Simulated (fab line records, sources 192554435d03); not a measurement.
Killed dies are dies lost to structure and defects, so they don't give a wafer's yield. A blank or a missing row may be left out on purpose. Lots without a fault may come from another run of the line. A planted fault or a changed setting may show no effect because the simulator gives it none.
Split-lot experiment | flow n5_finfet | 7 lots, 39 wafers read, on a route of 1938 steps

THE SPLIT
At N5_DUMMY_GATE_ETCH_32 (etches SiO2 in CF4, target depth 3.5 nm, time 3.9 s), the setting time_s was moved away from the recipe's 3.9 s on 15 of the 39 wafers read, by -20.1% to +15.8%. The other wafers ran this setting at the recipe's value.

The reading is taken at the split's own step.

THE READING
etch.depth_nm (the simulator's own value, which no gauge read), in nm, at N5_DUMMY_GATE_ETCH_32 (etches SiO2 in CF4, target depth 3.5 nm, time 3.9 s). The file gives no usual value for it. The 24 wafers here that ran the recipe average 3.508 nm, standard deviation 0.12 nm.

wafer  | tool, chamber at the split | time_s as run, s | against the recipe | etch.depth_nm, nm | against lot-mates on the recipe
L076.1 | rie_si-06, 3               | 3.346            | -14.2%             | 2.973             | -0.464
L076.2 | rie_si-06, 1               | 3.9              | recipe             | 3.44              | -
L076.3 | rie_si-06, 0               | 3.346            | -14.2%             | 3.152             | -0.285
L076.4 | rie_si-06, 2               | 3.9              | recipe             | 3.384             | -
L076.5 | rie_si-06, 0               | 3.346            | -14.2%             | 3.145             | -0.292
L076.6 | rie_si-06, 3               | 3.9              | recipe             | 3.487             | -
L077.1 | rie_si-01, 1               | 3.116            | -20.1%             | 2.87              | -0.733
L077.2 | rie_si-01, 3               | 3.9              | recipe             | 3.666             | -
L077.3 | rie_si-01, 0               | 3.116            | -20.1%             | 2.739             | -0.864
L077.4 | rie_si-01, 2               | 3.116            | -20.1%             | 2.877             | -0.726
L077.5 | rie_si-01, 2               | 3.9              | recipe             | 3.603             | -
L077.6 | rie_si-01, 1               | 3.9              | recipe             | 3.539             | -
L078.1 | rie_si-06, 0               | 3.9              | recipe             | 3.672             | -
L078.2 | rie_si-06, 2               | 3.9              | recipe             | 3.349             | -
L078.3 | rie_si-06, 3               | 3.9              | recipe             | 3.45              | -
L078.4 | rie_si-06, 1               | 3.536            | -9.3%              | 3.114             | -0.376
L078.5 | rie_si-06, 0               | 3.536            | -9.3%              | 3.329             | -0.161
L078.6 | rie_si-06, 1               | 3.536            | -9.3%              | 3.097             | -0.393
L080.1 | rie_si-06, 3               | 3.9              | recipe             | 3.45              | -
L080.2 | rie_si-06, 2               | 4.516            | +15.8%             | 3.861             | +0.350
L080.3 | rie_si-06, 0               | 3.9              | recipe             | 3.653             | -
L080.4 | rie_si-06, 1               | 4.516            | +15.8%             | 3.967             | +0.456
L080.5 | rie_si-06, 0               | 4.516            | +15.8%             | 4.231             | +0.720
L080.6 | rie_si-06, 1               | 3.9              | recipe             | 3.431             | -
L083.1 | rie_si-04, 2               | 3.9              | recipe             | 3.62              | -
L083.2 | rie_si-04, 0               | 3.9              | recipe             | 3.454             | -
L083.3 | rie_si-04, 3               | 3.647            | -6.5%              | 3.068             | -0.438
L083.4 | rie_si-04, 1               | 3.647            | -6.5%              | 3.282             | -0.224
L083.5 | rie_si-04, 0               | 3.9              | recipe             | 3.444             | -
L083.6 | rie_si-04, 1               | 3.647            | -6.5%              | 3.309             | -0.197
L085.1 | rie_si-01, 2               | 3.9              | recipe             | 3.573             | -
L085.5 | rie_si-01, 2               | 3.9              | recipe             | 3.553             | -
L085.6 | rie_si-01, 3               | 3.9              | recipe             | 3.638             | -
L094.1 | rie_si-04, 3               | 3.9              | recipe             | 3.272             | -
L094.2 | rie_si-04, 1               | 3.9              | recipe             | 3.565             | -
L094.3 | rie_si-04, 0               | 3.9              | recipe             | 3.478             | -
L094.4 | rie_si-04, 2               | 3.9              | recipe             | 3.607             | -
L094.5 | rie_si-04, 2               | 3.9              | recipe             | 3.63              | -
L094.6 | rie_si-04, 3               | 3.9              | recipe             | 3.244             | -

THE FIT
A straight line over all 39 wafers: etch.depth_nm changes by +0.0329 nm for each +1% of time_s; r = +0.92; the points scatter about the line by 0.12 nm.
The same after taking each lot's own level away (the mean of its wafers on the recipe; 39 wafers): +0.0336 nm for each +1%; r = +0.92; scatter 0.12 nm.
On that fit, the largest move of time_s shifts the reading by 0.68 nm.
The lots' own levels span 3.4370 to 3.6027 nm, that is 1.4 times the standard deviation above.
So the lot-to-lot level changes the slope little: the two slopes agree.
Check: with one of the wafers moved furthest among these (-20.1%) left out of the fit, the line predicts -0.672 nm for it against its lot-mates. It came out at -0.733 nm against them.

THE FILE'S OWN FIT
etch.depth_nm changes by +0.0338 nm for each +1% of time_s, r = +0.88.
